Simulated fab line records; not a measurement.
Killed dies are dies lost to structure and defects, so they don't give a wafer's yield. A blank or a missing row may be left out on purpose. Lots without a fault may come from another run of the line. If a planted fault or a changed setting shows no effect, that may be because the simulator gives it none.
A lot that was struck, set against a sound lot | flow n5_finfet | 15 steps out of a route of 1938
Sound: these wafers, L713.1, L713.5, L713.6. Struck: wafer L731.6 (left out: L731.2, L731.3 of the same lot, which were not struck); the cause appears at the end.
Each step with rows lists, per side, the tool, then ch with its chambers, then its first start. Under that, the readings that differ: sound wafers | struck wafers | difference of the means | sigmas: that difference in standard deviations of wafers without a fault.
alike: readings whose means differ by less than 2 such deviations, and words and numbers that are the same on both sides. not compared: withheld readings, readings that some wafer has no value for, bounds like >300 that may hide the same value, and numbers for which the record gives no deviation and whose values overlap.
Wherever a step has rows on one side only, a row that says differs or no value, or a row with sigmas, the two part there. Numbers that have no deviation but don't overlap get no sigmas and don't part them. A reading that every wafer of one side lacks parts them only if that side has two wafers or more.

first, 8 steps without rows for these wafers: N5_BEOL_M5_COAT_60 (time 60 s, resist thk 12 nm); N5_BEOL_M5_COAT_71 (time 60 s, resist thk 5 nm); N5_BEOL_M5_COAT_05 (resist thk 30 nm); N5_BEOL_M5_EBR_07; N5_BEOL_M5_SOFTBAKE_06 (time 60 s); N5_BEOL_M5_EXPOSE_08 (exposes mask M5, target cd 28 nm); N5_BEOL_M5_PEB_09 (peb time 60 s); N5_BEOL_M5_DEVELOP_10 (develop time 30 s).
N5_BEOL_M5_CD_MEAS_11 targets a cd of 27.74 nm.
  sound on cd_sem-02 ch 0, day 9 23:59; struck on cd_sem-02 ch 0, day 15 17:48
  alike: cd_nm
N5_BEOL_M5_OVL_MEAS_12:
  sound on overlay-01 ch 0, day 10 00:01; struck on overlay-01 ch 0, day 15 17:50
  alike: M5_OVL
N5_BEOL_M5_INSPECT_13: inspects for defects (brightfield).
  sound: defect_inspect-01 at day 10 00:04; struck: defect_inspect-01 at day 15 17:53
  alike: raw_defect_count
N5_BEOL_M5_DESCUM_16: chemistry O2, time 7 s.
  sound on rie_diel-01 ch 1,2,3, day 10 00:06; struck on rie_diel-05 ch 3, day 15 18:13
  reading                         | sound          | struck | difference | sigmas
  showerhead_plenum_p_Torr (Torr) | 2.24 2.14 2.09 | 1.98   | -0.18      | -2
  alike: drypump_motor_current_A, oes_product_au, rf_fwd_power_W, rf_vpp_V, throttle_valve_pct
  not compared: rf_hours_counter_h
N5_BEOL_M5_ETCH_72: etches underlayer in N2/H2, target depth 6.5 nm, time 5.2 s.
  sound on rie_diel-01 ch 1,2,3, day 10 00:08; struck on rie_diel-05 ch 3, day 15 18:16
  reading                         | sound             | struck | difference | sigmas
  etch_rf_on_time_s (s)           | 5.41 5.71 5.05    | 6.84   | +1.45      | +6
  rf_fwd_power_W (W)              | 819.1 819.5 819.4 | 620.3  | -199.0     | -83
  rf_vpp_V (V)                    | 526.5 526.1 524.9 | 567.4  | +41.6      | +14
  showerhead_plenum_p_Torr (Torr) | 2.73 2.59 2.56    | 2.41   | -0.22      | -2
  alike: drypump_motor_current_A, oes_product_au, throttle_valve_pct
  not compared: rf_hours_counter_h
N5_BEOL_M5_ETCH_61: etches SiARC in CF4, target depth 15.6 nm, time 26 s.
  sound on rie_diel-01 ch 1,2,3, day 10 00:09; struck on rie_diel-05 ch 3, day 15 18:17
  alike: drypump_motor_current_A, etch_rf_on_time_s, oes_product_au, rf_fwd_power_W, rf_vpp_V, showerhead_plenum_p_Torr, throttle_valve_pct
  not compared: rf_hours_counter_h
-- the record jumps here: 4 days lie between the struck wafers' starts before and after (it left off in module BEOL_M5 and takes up again in module PASSIVATION, whose first step shown is number 1936 of the route) --
N5_PASSIVATION_PROBE_49:
  sound: prober-02 at day 14 17:36; struck: prober-02 at day 19 22:02
  reading                  | sound          | struck | difference | sigmas
  defect_limited_yield (%) | 90.8 89.1 90.3 | 93.1   | +3.0       | +2
  sort_bin_6_memory (%)    | 3.7 5.0 4.0    | 2.5    | -1.7       | -3
  alike: killed_at_M0_to_M3, killed_at_M4_up, killed_at_contacts, killed_at_front_end, killed_at_other, killed_dies, killed_on_rim, killed_open, killed_short, sort_bin_5_function, sort_bin_8_speed, sort_n_pass

## WHERE THEY PART
Last at N5_PASSIVATION_PROBE_49 as far as this record goes, first at N5_BEOL_M5_DESCUM_16.

WHY: what the simulator had put in
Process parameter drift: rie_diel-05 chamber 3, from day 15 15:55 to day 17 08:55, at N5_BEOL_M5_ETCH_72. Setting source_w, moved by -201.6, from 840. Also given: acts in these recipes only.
